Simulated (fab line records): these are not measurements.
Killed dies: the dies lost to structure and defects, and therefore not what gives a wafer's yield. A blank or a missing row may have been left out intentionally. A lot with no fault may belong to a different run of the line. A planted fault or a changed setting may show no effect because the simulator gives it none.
Matching of chambers + flow n5 finfet + 4 sister chambers for N5_BEOL_M8_ALD_77 on ald metal-02
The step deposits TaN, target thk 2 nm, pulse time 2 s, purge time 3 s. 22 wafers are shown with their chamber, then 11 later ones without.

WAFERS WITH THEIR CHAMBER
| wafer  | chamber | heater power w (W) | precursor vessel temp c (C) | precursor vessel pressure torr (Torr) |
|--------|---------|--------------------|-----------------------------|---------------------------------------|
| L074.3 | 1       | 414                | 74.97                       | 26.28                                 |
| L074.4 | 1       | 414                | 75.08                       | 26.28                                 |
| L074.5 | 0       | 401                | 75.08                       | 26.26                                 |
| L078.1 | 3       | 406                | 75.23                       | 26.33                                 |
| L078.2 | 2       | 407                | 74.96                       | 26.34                                 |
| L078.5 | 1       | 418                | 75.05                       | 26.35                                 |
| L077.3 | 0       | 392                | 75.04                       | 26.26                                 |
| L077.5 | 2       | 413                | 75.20                       | 26.16                                 |
| L077.6 | 3       | 395                | 75.10                       | 26.23                                 |
| L079.3 | 0       | 399                | 74.61                       | 26.37                                 |
| L079.4 | 2       | 400                | 75.19                       | 26.24                                 |
| L079.6 | 0       | 405                | 74.58                       | 26.33                                 |
| L082.2 | 0       | 387                | 74.97                       | 26.27                                 |
| L082.3 | 1       | 410                | 75.09                       | 26.23                                 |
| L082.6 | 2       | 413                | 75.12                       | 26.34                                 |
| L081.1 | 3       | 393                | 74.92                       | 26.20                                 |
| L081.5 | 0       | 393                | 74.92                       | 26.27                                 |
| L081.6 | 3       | 402                | 75.07                       | 26.27                                 |
| L086.1 | 0       | 385                | 75.00                       | 26.33                                 |
| L086.3 | 3       | 395                | 74.77                       | 26.25                                 |
| L086.5 | 0       | 389                | 74.89                       | 26.18                                 |
| L088.1 | 3       | 401                | 75.11                       | 26.29                                 |

SIGNATURES (averages over the wafers above)
| reading                        | chamber 0 | chamber 1 | chamber 2 | chamber 3 | scatter within a chamber |
|--------------------------------|-----------|-----------|-----------|-----------|--------------------------|
| heater power w                 | 393.88    | 414.00    | 408.25    | 398.67    | 5.92                     |
| precursor vessel temp c        | 74.8863   | 75.0475   | 75.1175   | 75.0333   | 0.155                    |
| precursor vessel pressure torr | 26.2838   | 26.2850   | 26.2700   | 26.2617   | 0.0599                   |
Rule: for each reading, subtract the chamber's mean from the wafer's reading, divide by that reading's scatter and square the result; add these up over the readings and take the root, which gives the wafer's distance from the chamber. The wafer belongs to the nearest chamber; if the next one is less than 2 further off, it can't be placed. How the scatter is found: for the shown wafers, subtract from each reading the mean of its chamber, square and add these, divide the total by (wafers less chambers), then take the root.

WAFERS WHOSE CHAMBER IS MISSING
| wafer  | heater power w (W) | precursor vessel temp c (C) | precursor vessel pressure torr (Torr) |
|--------|--------------------|-----------------------------|---------------------------------------|
| L088.3 | 420                | 74.82                       | 26.27                                 |
| L088.4 | 392                | 74.95                       | 26.23                                 |
| L087.1 | 417                | 74.86                       | 26.34                                 |
| L087.4 | 411                | 74.90                       | 26.29                                 |
| L087.5 | 388                | 75.02                       | 26.34                                 |
| L090.1 | 393                | 74.95                       | 26.29                                 |
| L090.2 | 427                | 75.02                       | 26.28                                 |
| L090.5 | 409                | 74.76                       | 26.26                                 |
| L093.1 | 403                | 74.67                       | 26.19                                 |
| L093.3 | 395                | 75.09                       | 26.25                                 |
| L093.6 | 405                | 74.99                       | 26.23                                 |

THE CHAMBER EACH PASSED THROUGH
| wafer  | from the rows above               | in truth |
|--------|-----------------------------------|----------|
| L088.3 | can't be placed: 1 or 2           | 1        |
| L088.4 | can't be placed: 0 or 3 or 2      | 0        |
| L087.1 | can't be placed: 1 or 2 or 3      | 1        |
| L087.4 | can't be placed: 1 or 2 or 3 or 0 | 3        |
| L087.5 | can't be placed: 0 or 3           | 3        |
| L090.1 | can't be placed: 0 or 3           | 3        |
| L090.2 | can't be placed: 1 or 2           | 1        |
| L090.5 | can't be placed: 1 or 2 or 3 or 0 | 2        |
| L093.1 | can't be placed: 0 or 3 or 2 or 1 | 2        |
| L093.3 | can't be placed: 3 or 0 or 2      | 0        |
| L093.6 | can't be placed: 2 or 3 or 1 or 0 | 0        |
0 of 11 placed correctly. Can't be placed from these rows: 11 (the true chamber is among the candidates in 11). Placed wrongly: 0.
